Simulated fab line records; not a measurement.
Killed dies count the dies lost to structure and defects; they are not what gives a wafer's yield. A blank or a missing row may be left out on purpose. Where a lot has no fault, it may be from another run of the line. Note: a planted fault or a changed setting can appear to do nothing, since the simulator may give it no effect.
fab line records | flow n5_finfet | part 2 of 2: steps 5 to 6 of 6
[record] lots = 23 | wafers = 69 | last_day = 19
route steps=1938 shown HKMG_FIN@433 GATE_CUT@510 MOL_CONTACT_COAG@537
lots that met no fault: taken from a fault-free run of the same line
start_h: hours from the record's first day to the start of the lot's first wafer shown | wait_h: hours from the lot's prior step to this one | " the same as in the row above | L1.1+2: one row covering several wafers at once | - value missing, or start not given | * or withheld: withheld | < > ~ a bound
route shown NAME@n: NAME is a module with steps in the file, n the number in the route of the first one | usual: mean and standard deviation over wafers with no fault | same: alike in all rows | chamber/n: place in a boat | sites: the reading at each site | _std_site: the values' standard deviation | _edge_site: outer sites' mean less inner sites' | radius_mm: for every site, how far away it sits from the centre of the wafer | mask NAME#n: copy n | behind: tool/chamber where the wafer was last shaped | hold: cause of the lot's hold/its duration in hours/its outcome | device: whichever transistor did not switch (one of n, p or np) | end of line: the same wafers' tests at the end of the route | for a step that has no rows: nothing shown but its recipe | killed: dies lost to structure and defects at the first sort, not the wafer's yield | map: dies across one wafer; x = killed, . = not, _ = none there
set.NAME: the setting as run; set.NAME@STEP: as run at that earlier step | model.NAME: the simulator's own value behind a step, which no gauge read
route steps across a sampled set of lots; one table per step, one row per wafer
services: the hour from which a tool's chamber was out of use, counted from the record's first day as start_h (under 0 if before that day), plus the number of hours and why
[[steps]]
[step N5_MOL_CONTACT_COAG_CO_FILL_22]
[recipe] material = Co | target_thk_a = 200 | temp_c = 200 | precursor = CCTBA/H2 | pressure_torr = 30
[usual] heater_power_w = 239/15 | susceptor_temp_C = 200.01/0.16
lot.wafer | tool      | chamber | start_h | wait_h | heater_power_w | susceptor_temp_C
L074.1    | cvd_co-02 | 2       | 93.92   | 0.1    | 209            | 200.01
L074.4    | "         | 1       | "       | "      | 255            | 200.18
L074.6    | "         | 0       | "       | "      | 245            | 200.21
L075.2    | cvd_co-01 | 2       | 100.56  | 0.1    | 244            | 199.95
L075.4    | "         | 2       | "       | "      | 245            | 200.23
L075.5    | "         | 1       | "       | "      | 269            | 199.91
L077.1    | cvd_co-01 | 1       | 108.24  | 0.1    | 277            | 199.99
L077.2    | "         | 0       | "       | "      | 236            | 199.95
L077.4    | "         | 1       | "       | "      | 272            | 200.15
L078.1    | cvd_co-02 | 1       | 116.67  | 0.1    | 254            | 199.81
L078.2    | "         | 0       | "       | "      | 244            | 199.96
L078.4    | "         | 0       | "       | "      | 241            | 199.99
L079.1    | cvd_co-02 | 0       | 121.87  | 0.1    | 245            | 200.20
L079.4    | "         | 1       | "       | "      | 255            | 200.26
L079.6    | "         | 2       | "       | "      | 209            | 200.04
L080.2    | cvd_co-01 | 2       | 127.93  | 0.1    | 246            | 200.27
L080.3    | "         | 0       | "       | "      | 233            | 200.18
L080.4    | "         | 2       | "       | "      | 248            | 200.04
L081.3    | cvd_co-01 | 0       | 134.88  | 0.4    | 236            | 199.84
L081.4    | "         | 2       | "       | "      | 250            | 199.95
L081.6    | "         | 2       | "       | "      | 241            | 200.06
L082.3    | cvd_co-02 | 1       | 142.09  | 0.1    | 243            | 200.19
L082.4    | "         | 1       | "       | "      | 251            | 200.21
L082.6    | "         | 2       | "       | "      | 214            | 199.94
L084.1    | cvd_co-02 | 2       | 153.28  | 0.1    | 211            | 199.76
L084.3    | "         | 0       | "       | "      | 245            | 199.97
L084.5    | "         | 1       | "       | "      | 251            | 199.95
L085.2    | cvd_co-01 | 0       | 156.68  | 0.1    | 238            | 199.99
L085.4    | "         | 1       | "       | "      | 247            | 199.85
L085.6    | "         | 0       | "       | "      | 235            | 199.78
L086.1    | cvd_co-01 | 0       | 161.82  | 0.1    | 234            | 200.01
L086.2    | "         | 1       | "       | "      | 257            | 200.28
L086.3    | "         | 2       | "       | "      | 242            | 200.00
L087.1    | cvd_co-02 | 1       | 166.08  | 0.2    | 258            | 200.09
L087.2    | "         | 2       | "       | "      | 208            | 199.91
L087.5    | "         | 2       | "       | "      | 206            | 199.90
L088.1    | cvd_co-02 | 2       | 172.09  | 0.1    | 214            | 200.10
L088.4    | "         | 0       | "       | "      | 243            | 200.15
L088.5    | "         | 2       | "       | "      | 215            | 199.93
L089.1    | cvd_co-01 | 1       | 179.57  | 0.1    | 250            | 199.71
L089.4    | "         | 2       | "       | "      | 251            | 200.25
L089.6    | "         | 0       | "       | "      | 234            | 199.72
L090.1    | cvd_co-02 | 2       | 188.35  | 0.1    | 210            | 200.06
L090.5    | "         | 1       | "       | "      | 246            | 200.20
L090.6    | "         | 2       | "       | "      | 211            | 199.99
L091.1    | cvd_co-01 | 1       | 193.40  | 0.1    | 246            | 200.07
L091.2    | "         | 0       | "       | "      | 236            | 199.74
L091.4    | "         | 0       | "       | "      | 234            | 200.05
L092.2    | cvd_co-01 | 0       | 197.90  | 0.1    | 237            | 199.94
L092.4    | "         | 2       | "       | "      | 251            | 199.89
L092.5    | "         | 0       | "       | "      | 228            | 199.90
L093.2    | cvd_co-02 | 1       | 210.42  | 0.1    | 248            | 199.95
L093.4    | "         | 1       | "       | "      | 245            | 199.91
L093.6    | "         | 0       | "       | "      | 246            | 200.01
L076.2    | cvd_co-01 | 2       | 210.86  | 0.1    | 247            | 199.81
L076.3    | "         | 2       | "       | "      | 244            | 200.08
L076.5    | "         | 2       | "       | "      | 241            | 199.97
L094.4    | cvd_co-01 | 0       | 216.73  | 0.4    | 233            | 199.99
L094.5    | "         | 0       | "       | "      | 242            | 199.90
L094.6    | "         | 2       | "       | "      | 246            | 199.94
L095.1    | cvd_co-01 | 0       | 224.09  | 0.1    | 232            | 200.07
L095.3    | "         | 2       | "       | "      | 250            | 200.20
L095.6    | "         | 0       | "       | "      | 232            | 200.03
L097.1    | cvd_co-02 | 2       | 230.50  | 0.2    | 210            | 200.03
L097.3    | "         | 0       | "       | "      | 244            | 199.82
L097.6    | "         | 2       | "       | "      | 203            | 200.06
L096.1    | cvd_co-02 | 2       | 231.89  | 0.1    | 211            | 199.97
L096.3    | "         | 1       | "       | "      | 244            | 200.20
L096.4    | "         | 0       | "       | "      | 244            | 199.82
[step N5_MOL_CONTACT_COAG_ANNEAL_113]
[recipe] temp_c = 400 | time_s = 300 | ambient = H2/N2
[usual] lamp_power_pct = 2.88/0.17 | lamp_zone_2_pct = 2.88/0.17 | wafer_temp_C_max = 401.7/0.47
lot.wafer | tool          | chamber | start_h | wait_h | lamp_power_pct | lamp_zone_2_pct | wafer_temp_C_max
L074.1    | rtp_anneal-02 | 0       | 94.53   | 0.3    | 2.72           | 2.71            | 400.8
L074.4    | "             | 0       | "       | "      | 2.72           | 2.72            | 400.8
L074.6    | "             | 0       | "       | "      | 2.71           | 2.72            | 401.5
L075.2    | rtp_anneal-01 | 0       | 101.32  | 0.5    | 3.05           | 3.04            | 401.4
L075.4    | "             | 0       | "       | "      | 3.05           | 3.04            | 402.1
L075.5    | "             | 0       | "       | "      | 3.05           | 3.05            | 401.7
L077.1    | rtp_anneal-01 | 0       | 108.86  | 0.3    | 3.05           | 3.04            | 401.8
L077.2    | "             | 0       | "       | "      | 3.05           | 3.04            | 402.5
L077.4    | "             | 0       | "       | "      | 3.05           | 3.05            | 402.5
L078.1    | rtp_anneal-02 | 0       | 117.29  | 0.3    | 2.72           | 2.71            | 401.6
L078.2    | "             | 0       | "       | "      | 2.72           | 2.72            | 401.4
L078.4    | "             | 0       | "       | "      | 2.72           | 2.72            | 401.6
L079.1    | rtp_anneal-02 | 0       | 122.48  | 0.3    | 2.71           | 2.72            | 401.4
L079.4    | "             | 0       | "       | "      | 2.72           | 2.72            | 401.4
L079.6    | "             | 0       | "       | "      | 2.72           | 2.72            | 401.7
L080.2    | rtp_anneal-02 | 0       | 129.14  | 0.9    | 2.72           | 2.72            | 401.4
L080.3    | "             | 0       | "       | "      | 2.72           | 2.72            | 401.2
L080.4    | "             | 0       | "       | "      | 2.71           | 2.71            | 401.4
L081.3    | rtp_anneal-01 | 0       | 135.86  | 0.7    | 3.05           | 3.05            | 401.5
L081.4    | "             | 0       | "       | "      | 3.05           | 3.04            | 402.4
L081.6    | "             | 0       | "       | "      | 3.05           | 3.05            | 403.0
L082.3    | rtp_anneal-02 | 0       | 143.07  | 0.7    | 2.72           | 2.71            | 402.0
L082.4    | "             | 0       | "       | "      | 2.72           | 2.72            | 401.4
L082.6    | "             | 0       | "       | "      | 2.71           | 2.72            | 400.7
L084.1    | rtp_anneal-02 | 0       | 153.90  | 0.3    | 2.72           | 2.71            | 401.3
L084.3    | "             | 0       | "       | "      | 2.72           | 2.71            | 401.0
L084.5    | "             | 0       | "       | "      | 2.72           | 2.72            | 401.0
L085.2    | rtp_anneal-02 | 0       | 157.44  | 0.5    | 2.72           | 2.72            | 401.4
L085.4    | "             | 0       | "       | "      | 2.72           | 2.72            | 400.4
L085.6    | "             | 0       | "       | "      | 2.72           | 2.72            | 401.8
L086.1    | rtp_anneal-01 | 0       | 162.44  | 0.3    | 3.05           | 3.05            | 402.2
L086.2    | "             | 0       | "       | "      | 3.05           | 3.05            | 401.9
L086.3    | "             | 0       | "       | "      | 3.05           | 3.05            | 401.8
L087.1    | rtp_anneal-01 | 0       | 166.69  | 0.3    | 3.04           | 3.04            | 402.9
L087.2    | "             | 0       | "       | "      | 3.04           | 3.04            | 401.9
L087.5    | "             | 0       | "       | "      | 3.05           | 3.04            | 401.5
L088.1    | rtp_anneal-02 | 0       | 172.71  | 0.3    | 2.72           | 2.72            | 401.7
L088.4    | "             | 0       | "       | "      | 2.71           | 2.71            | 401.7
L088.5    | "             | 0       | "       | "      | 2.71           | 2.72            | 402.1
L089.1    | rtp_anneal-01 | 0       | 180.43  | 0.6    | 3.05           | 3.05            | 401.6
L089.4    | "             | 0       | "       | "      | 3.05           | 3.04            | 401.6
L089.6    | "             | 0       | "       | "      | 3.05           | 3.05            | 402.6
L090.1    | rtp_anneal-02 | 0       | 188.97  | 0.3    | 2.72           | 2.72            | 401.5
L090.5    | "             | 0       | "       | "      | 2.72           | 2.72            | 401.4
L090.6    | "             | 0       | "       | "      | 2.72           | 2.72            | 402.2
L091.1    | rtp_anneal-01 | 0       | 194.01  | 0.3    | 3.05           | 3.05            | 402.4
L091.2    | "             | 0       | "       | "      | 3.05           | 3.05            | 403.1
L091.4    | "             | 0       | "       | "      | 3.05           | 3.05            | 402.0
L092.2    | rtp_anneal-02 | 0       | 198.83  | 0.6    | 2.72           | 2.72            | 401.4
L092.4    | "             | 0       | "       | "      | 2.72           | 2.72            | 401.4
L092.5    | "             | 0       | "       | "      | 2.71           | 2.72            | 401.3
L093.2    | rtp_anneal-01 | 0       | 211.18  | 0.5    | 3.05           | 3.05            | 401.9
L093.4    | "             | 0       | "       | "      | 3.04           | 3.04            | 401.6
L093.6    | "             | 0       | "       | "      | 3.05           | 3.05            | 401.9
L076.2    | rtp_anneal-01 | 0       | 212.08  | 0.9    | 3.05           | 3.05            | 401.7
L076.3    | "             | 0       | "       | "      | 3.05           | 3.05            | 401.8
L076.5    | "             | 0       | "       | "      | 3.05           | 3.05            | 401.8
L094.4    | rtp_anneal-01 | 0       | 217.84  | 0.8    | 3.04           | 3.04            | 401.5
L094.5    | "             | 0       | "       | "      | 3.04           | 3.05            | 401.3
L094.6    | "             | 0       | "       | "      | 3.05           | 3.04            | 402.6
L095.1    | rtp_anneal-02 | 0       | 224.79  | 0.4    | 2.72           | 2.72            | 401.5
L095.3    | "             | 0       | "       | "      | 2.71           | 2.71            | 401.9
L095.6    | "             | 0       | "       | "      | 2.72           | 2.72            | 402.0
L097.1    | rtp_anneal-02 | 0       | 231.12  | 0.3    | 2.72           | 2.72            | 401.0
L097.3    | "             | 0       | "       | "      | 2.71           | 2.71            | 401.3
L097.6    | "             | 0       | "       | "      | 2.72           | 2.72            | 400.9
L096.1    | rtp_anneal-01 | 0       | 232.51  | 0.3    | 3.05           | 3.04            | 401.9
L096.3    | "             | 0       | "       | "      | 3.05           | 3.05            | 401.8
L096.4    | "             | 0       | "       | "      | 3.05           | 3.04            | 401.7
[[services]]
tool          | chamber | start_h | hours | kind
cvd_co-01     | 1       | 61.25   | 9.3   | repair
cvd_co-02     | 2       | 74.74   | 16.2  | repair
ald_sin-01    | -       | 85.86   | 14.0  | pm
rie_diel-01   | 2       | 87.98   | 4.9   | repair
rie_diel-01   | 3       | 105.08  | 9.1   | repair
rie_diel-01   | 0       | 113.19  | 5.2   | repair
rie_diel-06   | 2       | 113.32  | 8.0   | repair
ald_sin-03    | 1       | 114.06  | 7.8   | repair
ald_sin-02    | -       | 144.29  | 6.0   | pm
rie_diel-06   | 2       | 144.85  | 12.2  | repair
ald_sin-03    | -       | 162.30  | 6.1   | pm
ald_metal-04  | -       | 164.03  | 1.0   | repair
rie_diel-03   | 0       | 170.10  | 5.9   | repair
ald_sin-03    | -       | 177.94  | 14.0  | pm
ald_sin-01    | 1       | 184.53  | 5.7   | repair
rtp_anneal-01 | -       | 185.88  | 2.8   | pm
rie_diel-01   | 0       | 198.22  | 3.0   | repair
ald_sin-03    | -       | 207.83  | 6.0   | pm
cvd_co-01     | 1       | 209.51  | 7.7   | repair
ald_metal-04  | -       | 215.31  | 0.4   | repair
ald_sin-03    | 0       | 225.83  | 2.4   | repair
cvd_co-01     | -       | 228.38  | 6.9   | pm
ald_sin-03    | 0       | 229.60  | 4.2   | repair
rie_diel-06   | -       | 232.17  | 14.6  | pm
